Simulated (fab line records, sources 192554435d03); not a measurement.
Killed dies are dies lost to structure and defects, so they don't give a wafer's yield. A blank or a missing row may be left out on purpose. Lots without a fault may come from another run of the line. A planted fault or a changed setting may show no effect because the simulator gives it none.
fab line records | flow n5_finfet
record lots=9 wafers=27 last_day=18
route steps=1938 shown BEOL_M4@1111 BEOL_M7@1308 PASSIVATION@1936
lots that met no fault: from a run of the same line without faults
start_h: hours from the record's first day to the start of the lot's first wafer shown | wait_h: hours since the lot's step before | " the same as in the row above | L1.1+2: a row that stands for several wafers | - no value, or no start given | * or withheld: withheld | < > ~ a bound
route shown NAME@n: a module of which the file shows steps, and the number in the route of the first | usual: mean/standard deviation of fault-free wafers | same: alike in all rows | chamber/n: place in a boat | sites: the reading at each site | _std_site: their standard deviation | _edge_site: outer sites' mean less inner sites' | radius_mm: how far each site lies from the wafer's centre | mask NAME#n: copy n | behind: the tool/chamber that last shaped the wafer | hold: why the lot was held/for how many hours/how that ended | device: the transistor (n, p or np) that didn't switch | end of line: the same wafers' tests at the end of the route | a step without rows: its recipe alone | killed: dies lost to structure and defects at the first sort, not the wafer's yield | map: a wafer's dies, x killed, . not, _ none there
set.NAME: the setting as run; set.NAME@STEP: as run at that earlier step | model.NAME: the simulator's own value behind a step, which no gauge read
steps of the route over a sample of lots; a table a step, a row a wafer
services: from which hour (start_h, from the record's first day; less than 0 if before it) a tool's chamber was out of use, for how many hours, and why
## steps
# step N5_BEOL_M4_RC_MEAS_101
# usual DIBL_N=36.4/1.4 DIBL_P=36.3/1.8 IOFF_N=0.163/0.024 IOFF_P=0.21/0.034 ION_N=673/11 ION_P=461/7.4 SS_N=71.6/0.52 SS_P=73.3/0.58 VT_N=249.4/2.5 VT_P=-250/3.5
# columns lot.wafer tool chamber start_h wait_h DIBL_N[mV/V] DIBL_P[mV/V] IOFF_N[nA/um] IOFF_P[nA/um] ION_N[uA/um] ION_P[uA/um] SS_N[mV/dec] SS_P[mV/dec] VT_N[mV] VT_P[mV]
L590.1 prober-02 0 170.66 0.0 37.2 37.1 0.176 0.21 668 451 71.9 73.0 248.3 -249
L590.2 " 0 " " 36.7 37.9 0.180 0.23 684 467 71.8 73.3 248.2 -249
L590.3 " 0 " " 37.6 37.5 0.190 0.22 673 456 71.6 72.7 248.1 -249
L592.3 prober-02 0 186.20 0.3 36.8 37.2 0.173 0.19 674 449 71.8 73.8 246.7 -254
L592.4 " 0 " " 36.2 36.3 0.167 0.19 685 455 71.4 72.5 246.7 -254
L592.6 " 0 " " 35.0 35.3 0.147 0.17 668 453 71.9 72.8 251.3 -254
L594.2 prober-01 0 201.78 0.2 37.5 38.4 0.198 0.24 678 458 72.5 74.3 247.3 -249
L594.3 " 0 " " 39.0 39.6 0.209 0.26 679 460 72.6 74.2 246.0 -252
L594.6 " 0 " " 37.6 38.6 0.190 0.24 682 469 71.7 73.8 248.4 -249
L597.2 prober-02 0 212.44 0.2 36.0 36.8 0.169 0.23 665 461 72.1 73.5 248.2 -247
L597.4 " 0 " " 35.0 35.7 0.145 0.21 666 457 71.0 73.2 248.0 -249
L597.5 " 0 " " 36.5 37.7 0.174 0.26 680 475 71.9 73.9 247.9 -244
L602.2 prober-01 0 255.33 0.2 35.8 37.2 0.162 0.23 688 474 70.9 72.8 247.3 -246
L602.3 " 0 " " 35.5 36.3 0.154 0.21 684 465 71.5 72.7 248.5 -248
L602.5 " 0 " " 37.7 37.8 0.188 0.27 680 469 71.4 73.5 244.9 -244
L608.3 prober-02 0 283.50 0.3 37.2 37.3 0.153 0.21 674 457 72.6 73.9 250.4 -250
L608.5 " 0 " " 36.8 36.7 0.150 0.20 665 459 71.8 73.5 252.3 -251
L608.6 " 0 " " 36.7 37.1 0.156 0.21 679 463 71.8 73.9 251.0 -253
L609.1 prober-01 0 286.41 0.0 39.8 39.1 0.201 0.26 667 458 71.8 74.0 250.8 -245
L609.4 " 0 " " 38.6 37.8 0.186 0.25 684 467 71.5 73.6 249.1 -245
L609.5 " 0 " " 38.2 37.4 0.171 0.23 666 463 71.7 73.3 248.9 -247
L610.2 prober-02 0 303.23 0.2 35.1 34.8 0.137 0.19 665 460 70.9 73.0 250.8 -250
L610.4 " 0 " " 36.0 35.2 0.146 0.20 666 455 71.1 72.9 251.1 -250
L610.6 " 0 " " 35.1 35.0 0.142 0.20 662 456 70.9 72.6 248.0 -248
L612.2 prober-01 0 306.09 0.2 37.4 35.5 0.158 0.23 674 466 71.0 73.2 249.3 -247
L612.4 " 0 " " 40.3 38.7 0.217 0.30 691 465 72.4 73.9 245.3 -242
L612.5 " 0 " " 36.6 33.9 0.146 0.22 656 458 71.6 72.1 254.2 -247
# step N5_BEOL_M7_TRENCH_ETCH_37
# recipe chemistry=C4F6/O2 target_depth_a=934.78 target=SiCOH_lowk time_s=31.2 ion_energy_ev=250 pressure_mtorr=30 source_w=345 bias_w=185 Ar_flow_sccm=300 C4F6_flow_sccm=10 O2_flow_sccm=10
# usual drypump_motor_current_A=5.9/0.32 oes_f_703_au=0.81/0.097 oes_product_au=0.81/0.1 rf_vpp_V=668/6.1 showerhead_plenum_p_Torr=2.85/0.065 throttle_valve_pct=20.92/0.25
# columns lot.wafer tool chamber start_h wait_h drypump_motor_current_A oes_f_703_au oes_product_au rf_hours_counter_h rf_vpp_V showerhead_plenum_p_Torr throttle_valve_pct
L590.1 rie_diel-01 2 - - 5.5 0.69 0.68 217 679 2.92 21.16
L590.2 " 1 " " 5.9 0.69 0.68 236 659 2.81 20.95
L590.3 " 3 " " 5.8 0.79 0.79 118 668 2.74 21.14
L592.3 rie_diel-02 1 - - 6.4 0.73 0.74 184 666 2.83 21.18
L592.4 " 0 " " 5.4 0.79 0.79 89 660 2.88 20.90
L592.6 " 0 " " 5.4 0.78 0.80 - 658 2.88 20.90
L594.2 rie_diel-01 0 - - 6.4 0.97 0.97 4 672 2.91 20.44
L594.3 " 2 " " 5.5 0.68 0.67 230 678 2.91 21.19
L594.6 " 0 " " 6.4 0.96 0.97 - 672 2.91 20.44
L597.2 rie_diel-01 3 - - 5.8 0.78 0.77 134 666 2.74 21.16
L597.4 " 0 " " 6.3 0.95 0.95 - 672 2.91 20.45
L597.5 " 2 " " 5.5 0.67 0.67 - 678 2.91 21.20
L602.2 rie_diel-05 1 - - 5.9 0.85 0.84 65 664 2.89 20.61
L602.3 " 0 " " 6.1 0.86 0.84 72 662 2.88 21.09
L602.5 " 2 " " 5.5 0.78 0.79 - 672 2.87 20.86
L609.1 rie_diel-05 2 - - 5.5 0.77 0.78 103 674 2.86 20.85
L609.4 " 1 " " 5.9 0.83 0.83 77 664 2.88 20.64
L609.5 " 3 " " 6.0 0.94 0.94 - 668 2.92 20.62
L608.3 rie_diel-01 3 - - 5.8 0.76 0.76 158 667 2.73 21.18
L608.5 " 3 " " 5.8 0.76 0.75 - 667 2.73 21.18
L608.6 " 2 " " 5.5 1.01 1.02 - 677 2.90 20.84
L610.2 rie_diel-01 1 - - 6.0 0.89 0.91 27 659 2.79 20.68
L610.4 " 2 " " 5.5 0.97 0.97 9 677 2.90 20.86
L610.6 " 0 " " 6.3 0.88 0.90 - 672 2.89 20.48
L612.2 rie_diel-01 3 - - 5.8 0.75 0.75 166 667 2.72 21.22
L612.4 " 0 " " 6.3 0.88 0.88 38 671 2.89 20.49
L612.5 " 1 " " 5.9 0.89 0.89 - 658 2.79 20.70
# step N5_BEOL_M7_OCD_MEAS_38
# usual trench_depth_nm=93.8/1.6
# columns lot.wafer tool chamber start_h wait_h trench_depth_nm
L590.1 ocd-01 - 196.85 - 92.1
L590.2 " - " " 91.1
L590.3 " - " " 92.6
L592.3 ocd-01 - 207.93 - 96.5
L592.4 " - " " 93.7
L592.6 " - " " 96.2
L594.2 ocd-02 - 229.71 - 93.6
L594.3 " - " " 91.6
L594.6 " - " " 94.3
L597.2 ocd-02 - 240.66 - 92.7
L597.4 " - " " 94.4
L597.5 " - " " 93.6
L602.2 ocd-01 - 282.31 - 92.3
L602.3 " - " " 95.8
L602.5 " - " " 94.3
L609.1 ocd-01 - 312.61 - 94.2
L609.4 " - " " 93.1
L609.5 " - " " 93.8
L608.3 ocd-01 - 313.35 - 94.0
L608.5 " - " " 93.3
L608.6 " - " " 95.0
L610.2 ocd-01 - 341.13 - 95.6
L610.4 " - " " 95.4
L610.6 " - " " 94.3
L612.2 ocd-02 - 345.31 - 92.3
L612.4 " - " " 93.4
L612.5 " - " " 93.9
# step N5_BEOL_M7_SURFACE_TREAT_79
# recipe gas=Ar time_s=* ion_energy_ev=* ion_current_ma_cm2=0.5 pressure_mtorr=* ar_flow_sccm=30
# usual throttle_valve_pct=*
# columns lot.wafer tool chamber start_h wait_h throttle_valve_pct
L590.1 pvd_sputter-01 - 197.99 0.2 *
L590.2 " - " " *
L590.3 " - " " *
L592.3 pvd_sputter-03 - 209.19 0.3 *
L592.4 " - " " *
L592.6 " - " " *
L594.2 pvd_sputter-02 - 232.72 0.2 *
L594.3 " - " " *
L594.6 " - " " *
L597.2 pvd_sputter-02 - 242.02 0.2 *
L597.4 " - " " *
L597.5 " - " " *
L602.2 pvd_sputter-02 - 283.26 0.2 *
L602.3 " - " " *
L602.5 " - " " *
L609.1 pvd_sputter-02 - 313.54 0.2 *
L609.4 " - " " *
L609.5 " - " " *
L608.3 pvd_sputter-02 - 316.31 0.2 *
L608.5 " - " " *
L608.6 " - " " *
L610.2 pvd_sputter-01 - 342.42 0.2 *
L610.4 " - " " *
L610.6 " - " " *
L612.2 pvd_sputter-02 - 348.78 1.8 *
L612.4 " - " " *
L612.5 " - " " *
# step N5_BEOL_M7_CMP_52
# recipe stop_on=SiCOH_lowk t_overpolish_s=6.9 down_force_psi=1 platen_rpm=50 clearing_platen_down_force_psi=1.5 clearing_platen_rpm=50 post_cmp_clean=cu_alkaline target_thk_nm=80 clearing_platen_pad_velocity_m_s=0.99484 pad_velocity_m_s=0.99484
# usual barrier_field_endpoint_s=28.9/0.64 motor_current_A=6.0/0.5 overpolish_run_s=6.900/0.0099 pad_life_wafers=1094/650 slurry_flow_ml_min=150.0/0.5 time_to_endpoint_s=63.3/2.5
# columns lot.wafer tool chamber start_h wait_h barrier_field_endpoint_s motor_current_A overpolish_run_s pad_life_wafers slurry_flow_ml_min time_to_endpoint_s
L590.3 cmp-01 0 198.89 0.3 28.8 6.6 6.918 1333 150.3 64.8
L590.2 " 1 " " 28.4 6.1 6.883 1334 150.3 63.7
L590.1 " 2 " " 29.0 6.2 6.886 1335 150.1 63.6
L592.3 cmp-01 1 210.00 0.2 29.3 6.4 6.881 1424 150.4 63.0
L592.4 " 2 " " 29.7 6.4 6.902 1425 150.0 63.3
L592.6 " 0 " " 28.0 6.4 6.888 - 149.4 64.4
L594.3 cmp-01 2 233.49 0.2 29.7 6.5 6.897 1633 149.7 67.5
L594.2 " 3 " " 46.8 5.2 0.040 1634 150.0 83.6
L594.6 " 1 " " 29.2 6.5 6.897 - 149.9 62.3
L597.2 cmp-01 3 244.54 0.2 46.8 4.8 0.030 1728 149.8 83.0
L597.4 " 2 " " 30.6 6.3 6.876 1731 149.2 62.6
L597.5 " 3 " " 46.8 4.9 0.042 - 149.5 82.1
L602.2 cmp-03 2 284.63 0.2 27.9 5.9 6.881 468 149.0 63.4
L602.3 " 3 " " 28.0 5.9 6.901 469 149.5 66.0
L602.5 " 3 " " 28.9 6.0 6.897 - 149.6 62.4
L609.4 cmp-01 0 314.81 0.1 29.4 6.3 6.909 114 150.0 63.6
L609.1 " 2 " " 28.7 6.5 6.894 116 149.9 62.7
L609.5 " 0 " " 29.3 6.6 6.913 - 149.9 65.6
L608.3 cmp-01 2 317.06 0.2 28.1 6.6 6.914 133 150.3 62.0
L608.6 " 1 " " 29.7 6.3 6.913 - 150.1 63.8
L608.5 " 2 " " 28.9 6.1 6.909 - 150.2 63.9
L610.2 cmp-01 2 343.33 0.3 28.9 6.6 6.916 313 149.8 61.1
L610.4 " 0 " " 29.5 6.6 6.908 315 149.4 65.1
L610.6 " 2 " " 29.7 6.4 6.908 - 149.9 64.3
L612.2 cmp-02 2 349.53 0.2 28.9 5.7 6.902 1531 148.8 67.2
L612.4 " 3 " " 28.9 5.6 6.903 1532 149.7 65.8
L612.5 " 1 " " 30.7 5.9 6.896 - 149.3 70.6
# step N5_BEOL_M7_THK_MEAS_53
# recipe thk_meas_gauge=xrf reads=Cu_of_BEOL_M7_ECD_50
# usual M7_THK=79.9/2
# columns lot.wafer tool chamber start_h wait_h M7_THK[nm]
L590.1 film_metro-01 - 199.14 - 77.6
L590.2 " - " " 78.6
L590.3 " - " " 77.1
L592.3 film_metro-02 - 210.22 - 85.1
L592.4 " - " " 81.3
L592.6 " - " " 82.4
L594.2 film_metro-02 - 233.75 - 187.9
L594.3 " - " " 77.6
L594.6 " - " " 81.4
L597.2 film_metro-02 - 244.83 - 197.3
L597.4 " - " " 80.6
L597.5 " - " " 191.7
L602.2 film_metro-02 - 284.92 - 79.3
L602.3 " - " " 83.1
L602.5 " - " " 81.1
L609.1 film_metro-01 - 315.10 - 77.3
L609.4 " - " " 77.2
L609.5 " - " " 77.7
L608.3 film_metro-01 - 317.32 - 78.8
L608.5 " - " " 78.1
L608.6 " - " " 79.7
L610.2 film_metro-02 - 343.59 - 81.0
L610.4 " - " " 81.1
L610.6 " - " " 80.3
L612.2 film_metro-01 - 349.79 - 78.5
L612.4 " - " " 78.4
L612.5 " - " " 80.3
# step N5_BEOL_M7_INSPECT_58
# recipe inspect_instrument=darkfield mode=post_dep
# usual raw_defect_count=75/23
# columns lot.wafer tool chamber start_h wait_h raw_defect_count
L590.1 defect_inspect-02 - 199.31 0.0 48
L590.2 " - " " 82
L590.3 " - " " 56
L592.3 defect_inspect-01 - 210.41 0.0 72
L592.4 " - " " 74
L592.6 " - " " 48
L594.2 defect_inspect-02 - 233.90 0.0 1182
L594.3 " - " " 56
L594.6 " - " " 89
L597.2 defect_inspect-02 - 244.99 0.0 1197
L597.4 " - " " 66
L597.5 " - " " 1246
L602.2 defect_inspect-01 - 285.08 0.0 77
L602.3 " - " " 33
L602.5 " - " " 107
L609.1 defect_inspect-02 - 315.26 0.0 118
L609.4 " - " " 140
L609.5 " - " " 76
L608.3 defect_inspect-02 - 317.47 0.0 41
L608.5 " - " " 84
L608.6 " - " " 65
L610.2 defect_inspect-02 - 343.75 0.0 69
L610.4 " - " " 71
L610.6 " - " " 86
L612.2 defect_inspect-02 - 349.95 0.0 54
L612.4 " - " " 54
L612.5 " - " " 70
# step N5_PASSIVATION_PROBE_49
# usual defect_limited_yield=91.4/1.6 killed_at_M0_to_M3=34/12 killed_at_M4_up=13/5.2 killed_at_contacts=11/5.5 killed_at_front_end=40/13 killed_at_other=3.4/2.7 killed_dies=102/19 killed_on_rim=13/4.3 killed_open=66/15 killed_short=33/7.9 sort_bin_5_function=5.1/1.1 sort_bin_6_memory=3.2/0.7 sort_n_pass=1078/19 sort_yield_pct=91.4/1.6
# same gross_dies=1180 killed_at_back_side=0 sort_bin_4_leakage[%]=0 sort_bin_8_speed[%]=0
# columns lot.wafer tool chamber start_h wait_h defect_limited_yield[%] killed_at_M0_to_M3 killed_at_M4_up killed_at_contacts killed_at_front_end killed_at_other killed_dies killed_on_rim killed_open killed_short sort_bin_5_function[%] sort_bin_6_memory[%] sort_n_pass sort_yield_pct[%]
L590.1 prober-01 - 272.85 0.0 90.4 28 14 19 49 3 113 13 70 38 5.1 3.9 1067 90.4
L590.2 prober-01 - 272.90 0.1 93.1 21 8 10 38 5 82 17 50 29 4.2 2.5 1098 93.1
L590.3 prober-01 - 272.95 0.1 93.2 15 7 14 42 2 80 8 42 37 3.9 2.6 1100 93.2
L592.3 prober-01 - 281.98 0.1 90.8 32 17 13 40 7 109 16 73 36 4.9 3.9 1071 90.8
L592.4 prober-01 - 282.03 0.2 90.4 37 18 21 37 0 113 20 75 37 5.1 4.1 1067 90.4
L592.6 prober-01 - 282.13 0.3 89.9 51 15 20 28 5 119 16 85 34 6.2 3.7 1061 89.9
L594.2 prober-01 - 302.38 0.1 0 22 1103 4 44 7 1180 152 45 40 4.3 2.8 0 0
L594.3 prober-01 - 302.43 0.1 91.0 49 9 8 39 1 106 17 79 27 6.0 2.8 1074 91.0
L594.6 prober-01 - 302.58 0.3 93.6 29 15 6 23 2 75 7 40 34 3.4 2.8 1105 93.6
L597.2 prober-02 - 311.26 0.1 0 27 1112 7 30 4 1180 152 65 26 4.9 2.8 0 0
L597.4 prober-02 - 311.36 0.2 90.5 51 14 10 28 9 112 22 66 43 4.7 4.5 1068 90.5
L597.5 prober-02 - 311.41 0.2 0 23 1111 13 28 5 1180 152 57 27 4.6 2.8 0 0
L602.2 prober-01 - 370.00 0.2 91.3 39 8 6 47 3 103 6 66 37 5.0 3.3 1077 91.3
L602.3 prober-01 - 370.05 0.3 92.8 40 14 8 18 5 85 8 57 27 4.2 2.8 1095 92.8
L602.5 prober-01 - 370.15 0.4 91.6 31 13 9 44 2 99 13 57 42 4.6 3.4 1081 91.6
L608.3 prober-02 - 398.37 0.1 89.3 60 15 12 37 2 126 14 78 44 6.8 3.2 1054 89.3
L608.5 prober-02 - 398.47 0.2 89.2 38 23 16 50 0 127 24 84 40 6.0 4.3 1053 89.2
L608.6 prober-02 - 398.52 0.3 87.1 43 17 12 79 1 152 21 109 36 8.1 4.4 1028 87.1
L609.1 prober-01 - 400.61 0.0 90.0 31 14 12 61 0 118 18 81 37 5.2 4.5 1062 90.0
L609.4 prober-01 - 400.76 0.2 90.4 48 9 8 45 3 113 16 75 38 5.9 3.3 1067 90.4
L609.5 prober-01 - 400.81 0.2 91.6 43 16 12 26 2 99 13 66 30 4.8 3.3 1081 91.6
L610.2 prober-01 - 422.27 0.1 91.7 35 14 5 44 0 98 14 67 27 5.6 2.5 1082 91.7
L610.4 prober-01 - 422.37 0.2 90.9 31 10 11 52 3 107 11 59 44 5.8 2.7 1073 90.9
L610.6 prober-01 - 422.47 0.3 91.2 37 16 5 46 0 104 11 73 29 5.7 3.0 1076 91.2
L612.2 prober-01 - 431.13 0.1 92.6 36 14 5 26 6 87 14 54 31 3.9 3.1 1093 92.6
L612.4 prober-01 - 431.23 0.2 91.3 38 18 11 34 2 103 15 59 36 5.1 2.4 1077 91.3
L612.5 prober-01 - 431.28 0.2 91.8 28 16 22 23 8 97 12 60 34 5.5 2.1 1083 91.8
# killed by level:class
L590.1 MOL_CONTACT_COAG:geometric_particle:open=13 DUMMY_GATE:geometric_particle:open=11 GATE_CUT:geometric_particle:open=9 BEOL_M0_SAQP:geometric_particle:short=9 BEOL_M0_SAQP:geometric_particle:open=8 FIN_SAQP:geometric_particle:short=7 GATE_CUT:geometric_particle:short=6 BEOL_M2:geometric_particle:open=6
L590.2 STI_FIN_REVEAL:geometric_particle:open=10 FIN_SAQP:geometric_particle:short=8 BEOL_M0_SAQP:geometric_particle:open=6 DUMMY_GATE:geometric_particle:open=5 MOL_CONTACT_COAG:geometric_particle:open=5 BEOL_M0_SAQP:geometric_particle:short=5 FIN_SAQP:geometric_particle:open=4 MOL_CONTACT_COAG:geometric_particle:short=4
L590.3 FIN_SAQP:geometric_particle:short=13 MOL_CONTACT_COAG:geometric_particle:open=10 GATE_CUT:geometric_particle:short=6 FIN_SAQP:geometric_particle:open=5 GATE_CUT:geometric_particle:open=5 DUMMY_GATE:geometric_particle:open=4 MOL_CONTACT_COAG:geometric_particle:short=4 BEOL_M1:geometric_particle:open=4
L592.3 STI_FIN_REVEAL:geometric_particle:open=14 BEOL_M4:geometric_particle:open=10 MOL_CONTACT_COAG:geometric_particle:open=8 BEOL_M2:geometric_particle:open=8 FIN_SAQP:geometric_particle:short=7 BEOL_M0_SAQP:geometric_particle:open=6 BEOL_M0_SAQP:geometric_particle:short=6 MOL_CONTACT_COAG:geometric_particle:short=5
L592.4 MOL_CONTACT_COAG:geometric_particle:open=16 STI_FIN_REVEAL:geometric_particle:open=15 BEOL_M4:geometric_particle:open=10 BEOL_M0_SAQP:geometric_particle:open=9 BEOL_M2:geometric_particle:open=8 BEOL_M0_SAQP:geometric_particle:short=7 STI_FIN_REVEAL:geometric_particle:short=5 MOL_CONTACT_COAG:geometric_particle:short=5
L592.6 MOL_CONTACT_COAG:geometric_particle:open=18 BEOL_M0_SAQP:geometric_particle:open=16 BEOL_M0_SAQP:geometric_particle:short=13 STI_FIN_REVEAL:geometric_particle:open=11 BEOL_M2:geometric_particle:open=9 BEOL_M4:geometric_particle:open=8 BEOL_M3:geometric_particle:open=6 STI_FIN_REVEAL:geometric_particle:short=4
L594.2 BEOL_M7:area_cmp=1095 FIN_SAQP:geometric_particle:short=9 BEOL_M0_SAQP:geometric_particle:short=9 STI_FIN_REVEAL:geometric_particle:open=8 FIN_SAQP:geometric_particle:open=5 BEOL_M0_SAQP:geometric_particle:open=5 GATE_CUT:geometric_particle:short=4 MOL_CONTACT_COAG:geometric_particle:open=4
L594.3 FIN_SAQP:geometric_particle:open=18 BEOL_M0_SAQP:geometric_particle:open=18 BEOL_M0_SAQP:geometric_particle:short=12 FIN_SAQP:geometric_particle:short=7 MOL_CONTACT_COAG:geometric_particle:open=7 BEOL_M3:geometric_particle:open=6 BEOL_M1:geometric_particle:open=5 BEOL_M2:geometric_particle:open=5
L594.6 BEOL_M0_SAQP:geometric_particle:short=11 BEOL_M0_SAQP:geometric_particle:open=8 BEOL_M4:geometric_particle:open=6 FIN_SAQP:geometric_particle:short=4 STI_FIN_REVEAL:geometric_particle:open=4 GATE_CUT:geometric_particle:short=4 MOL_CONTACT_COAG:geometric_particle:open=4 FIN_SAQP:geometric_particle:open=3
L597.2 BEOL_M7:area_cmp=1083 BEOL_M4:geometric_particle:open=10 BEOL_M0_SAQP:geometric_particle:open=9 FIN_SAQP:geometric_particle:open=7 MOL_CONTACT_COAG:geometric_particle:open=6 BEOL_M5:geometric_particle:open=6 BEOL_M0_SAQP:geometric_particle:short=5 BEOL_M0:geometric_particle:open=5
L597.4 BEOL_M0_SAQP:geometric_particle:short=24 BEOL_M0_SAQP:geometric_particle:open=18 MOL_CONTACT_COAG:geometric_particle:open=10 BEOL_M4:geometric_particle:open=7 STI_FIN_REVEAL:geometric_particle:open=5 DUMMY_GATE:geometric_particle:open=5 FIN_SAQP:geometric_particle:open=4 GATE_CUT:geometric_particle:short=3
L597.5 BEOL_M7:area_cmp=1092 MOL_CONTACT_COAG:geometric_particle:open=10 BEOL_M0_SAQP:geometric_particle:open=8 STI_FIN_REVEAL:geometric_particle:open=7 BEOL_M0_SAQP:geometric_particle:short=7 BEOL_M4:geometric_particle:open=6 STARTING-WAFER:geometric_particle:short=6 DUMMY_GATE:geometric_particle:open=4
L602.2 STI_FIN_REVEAL:geometric_particle:open=11 BEOL_M1:geometric_particle:open=10 FIN_SAQP:geometric_particle:short=8 BEOL_M0_SAQP:geometric_particle:open=7 FIN_SAQP:geometric_particle:open=6 BEOL_M1:geometric_particle:short=5 BEOL_M3:geometric_particle:short=5 BEOL_M4:geometric_particle:open=5
L602.3 BEOL_M1:geometric_particle:open=16 BEOL_M0_SAQP:geometric_particle:short=7 MOL_CONTACT_COAG:geometric_particle:open=7 BEOL_M4:geometric_particle:open=7 BEOL_M1:geometric_particle:short=6 FIN_SAQP:geometric_particle:open=5 FIN_SAQP:geometric_particle:short=5 BEOL_M3:geometric_particle:open=4
L602.5 FIN_SAQP:geometric_particle:open=11 BEOL_M0_SAQP:geometric_particle:short=8 FIN_SAQP:geometric_particle:short=7 MOL_CONTACT_COAG:geometric_particle:open=7 BEOL_M1:geometric_particle:open=6 STARTING-WAFER:geometric_particle:short=5 ILD0:geometric_particle:short=4 DUMMY_GATE:geometric_particle:short=4
L608.3 BEOL_M0_SAQP:geometric_particle:open=18 BEOL_M0_SAQP:geometric_particle:short=17 STI_FIN_REVEAL:geometric_particle:open=11 MOL_CONTACT_COAG:geometric_particle:open=11 BEOL_M2:geometric_particle:open=8 DUMMY_GATE:geometric_particle:open=7 BEOL_M4:geometric_particle:open=7 GATE_CUT:geometric_particle:short=6
L608.5 FIN_SAQP:geometric_particle:open=13 BEOL_M3:geometric_particle:open=11 MOL_CONTACT_COAG:geometric_particle:open=10 BEOL_M4:geometric_particle:open=9 BEOL_M0_SAQP:geometric_particle:open=8 BEOL_M0_SAQP:geometric_particle:short=7 FIN_SAQP:geometric_particle:short=6 GATE_CUT:geometric_particle:short=6
L608.6 STI_FIN_REVEAL:geometric_particle:open=39 BEOL_M0_SAQP:geometric_particle:open=14 MOL_CONTACT_COAG:geometric_particle:open=8 BEOL_M0_SAQP:geometric_particle:short=8 BEOL_M2:geometric_particle:open=8 BEOL_M4:geometric_particle:open=8 FIN_SAQP:geometric_particle:open=7 STI_FIN_REVEAL:geometric_particle:short=6
L609.1 FIN_SAQP:geometric_particle:open=17 FIN_SAQP:geometric_particle:short=10 BEOL_M1:geometric_particle:open=10 STI_FIN_REVEAL:geometric_particle:open=9 MOL_CONTACT_COAG:geometric_particle:open=7 STI_FIN_REVEAL:geometric_particle:short=6 DUMMY_GATE:geometric_particle:open=6 BEOL_M2:geometric_particle:open=6
L609.4 FIN_SAQP:geometric_particle:open=13 BEOL_M2:geometric_particle:open=9 BEOL_M3:geometric_particle:open=9 FIN_SAQP:geometric_particle:short=8 MOL_CONTACT_COAG:geometric_particle:open=8 BEOL_M1:geometric_particle:open=8 GATE_CUT:geometric_particle:short=7 BEOL_M0_SAQP:geometric_particle:short=6
L609.5 BEOL_M1:geometric_particle:open=15 MOL_CONTACT_COAG:geometric_particle:open=11 BEOL_M2:geometric_particle:open=10 STI_FIN_REVEAL:geometric_particle:open=6 FIN_SAQP:geometric_particle:short=5 BEOL_M0_SAQP:geometric_particle:short=4 BEOL_M2:geometric_particle:short=4 STI_FIN_REVEAL:geometric_particle:short=3
L610.2 STI_FIN_REVEAL:geometric_particle:open=14 BEOL_M0_SAQP:geometric_particle:short=10 BEOL_M0_SAQP:geometric_particle:open=9 BEOL_M1:geometric_particle:open=9 BEOL_M4:geometric_particle:open=6 MOL_CONTACT_COAG:geometric_particle:open=5 FIN_SAQP:geometric_particle:open=4 FIN_SAQP:geometric_particle:short=3
L610.4 BEOL_M0_SAQP:geometric_particle:short=14 STI_FIN_REVEAL:geometric_particle:open=11 MOL_CONTACT_COAG:geometric_particle:open=10 FIN_SAQP:geometric_particle:short=7 FIN_SAQP:geometric_particle:open=6 GATE_CUT:geometric_particle:open=6 BEOL_M0_SAQP:geometric_particle:open=6 GATE_CUT:geometric_particle:short=5
L610.6 FIN_SAQP:geometric_particle:open=13 STI_FIN_REVEAL:geometric_particle:open=11 BEOL_M0_SAQP:geometric_particle:short=9 BEOL_M2:geometric_particle:open=7 BEOL_M0_SAQP:geometric_particle:open=7 BEOL_M6:geometric_particle:open=6 BEOL_M1:geometric_particle:open=6 DUMMY_GATE:geometric_particle:open=5
L612.2 BEOL_M3:geometric_particle:open=11 BEOL_M0_SAQP:geometric_particle:short=8 FIN_SAQP:geometric_particle:short=6 BEOL_M0_SAQP:geometric_particle:open=6 STI_FIN_REVEAL:geometric_particle:open=5 BEOL_M1:geometric_particle:open=5 BEOL_M4:geometric_particle:open=5 FIN_SAQP:geometric_particle:open=4
L612.4 BEOL_M0_SAQP:geometric_particle:short=15 MOL_CONTACT_COAG:geometric_particle:open=10 BEOL_M0_SAQP:geometric_particle:open=10 HKMG_FIN:area_etch=7 BEOL_M4:geometric_particle:open=6 FIN_SAQP:geometric_particle:short=5 BEOL_M3:geometric_particle:open=5 ILD0:geometric_particle:short=4
L612.5 MOL_CONTACT_COAG:geometric_particle:open=13 BEOL_M4:geometric_particle:open=12 BEOL_M0_SAQP:geometric_particle:short=11 MOL_CONTACT_COAG:geometric_particle:short=9 BEOL_M0_SAQP:geometric_particle:open=6 BEOL_M3:geometric_particle:open=5 GATE_CUT:geometric_particle:open=4 STARTING-WAFER:geometric_particle:short=3
## services
# columns tool chamber start_h hours kind
rie_diel-02 3 191.01 10.1 repair
rie_diel-01 0 196.11 - clean
rie_diel-01 0 196.11 - consumable_replace:focus_ring
rie_diel-05 1 210.89 6.7 repair
cmp-02 - 215.18 2.3 repair
cmp-03 - 220.46 0.3 repair
cmp-03 - 226.68 4.0 pm
cmp-01 - 230.12 0.3 repair
cmp-03 - 240.87 2.0 repair
rie_diel-02 - 275.29 0.6 repair
cmp-01 - 277.20 1.9 repair
cmp-02 - 288.98 0.9 repair
cmp-01 - 292.69 1.4 repair
cmp-01 - 298.24 4.0 pm
cmp-01 - 302.24 - consumable_replace:conditioner
cmp-01 - 302.24 - consumable_replace:pad
rie_diel-02 - 303.01 0.5 repair
cmp-03 - 304.46 4.4 repair
rie_diel-01 0 311.36 5.4 repair
cmp-01 - 314.04 0.4 repair
pvd_sputter-02 - 335.43 2.0 repair
rie_diel-01 - 338.55 0.3 repair
cmp-02 - 341.88 5.1 pm
cmp-01 - 347.00 11.2 pm
## key
first_sign step=N5_BEOL_M7_CMP_52 reading=overpolish_run_s direction=down sigmas=99+ usual=6.900 struck=0.037
effect step=N5_BEOL_M7_CMP_52 reading=barrier_field_endpoint_s direction=up sigmas=28 usual=28.9 struck=46.8
effect step=N5_BEOL_M7_THK_MEAS_53 reading=M7_THK direction=up sigmas=57 usual=79.9 struck=192.3
effect step=N5_BEOL_M7_INSPECT_58 reading=raw_defect_count direction=up sigmas=49 usual=75 struck=1208
effect step=N5_PASSIVATION_PROBE_49 reading=killed_at_M4_up direction=up sigmas=99+ usual=13 struck=1109
more_kills_born_at N5_BEOL_M7_CMP_52@cmp-01=3270
met_at N5_BEOL_M7_CMP_52
struck_lots L594,L597
struck_wafers L594.2,L597.2,L597.5
later_rows_left_out L594.2,L597.2,L597.5
not_acting_at N5_BEOL_M7_TRENCH_ETCH_37,N5_BEOL_M7_OCD_MEAS_38,N5_BEOL_M7_SURFACE_TREAT_79
onset_between 210.00 233.49
fault kind=process_parameter_drift tool=cmp-01 chamber=- onset_h=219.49 steps=N5_BEOL_M7_CMP_52 channel=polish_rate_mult offset=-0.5 shape=step end_h=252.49 scope=struck_wafers_only
# later_rows_left_out: the simulator's readings of these wafers behind a module that went badly wrong aren't trusted and aren't shown, but for the sort
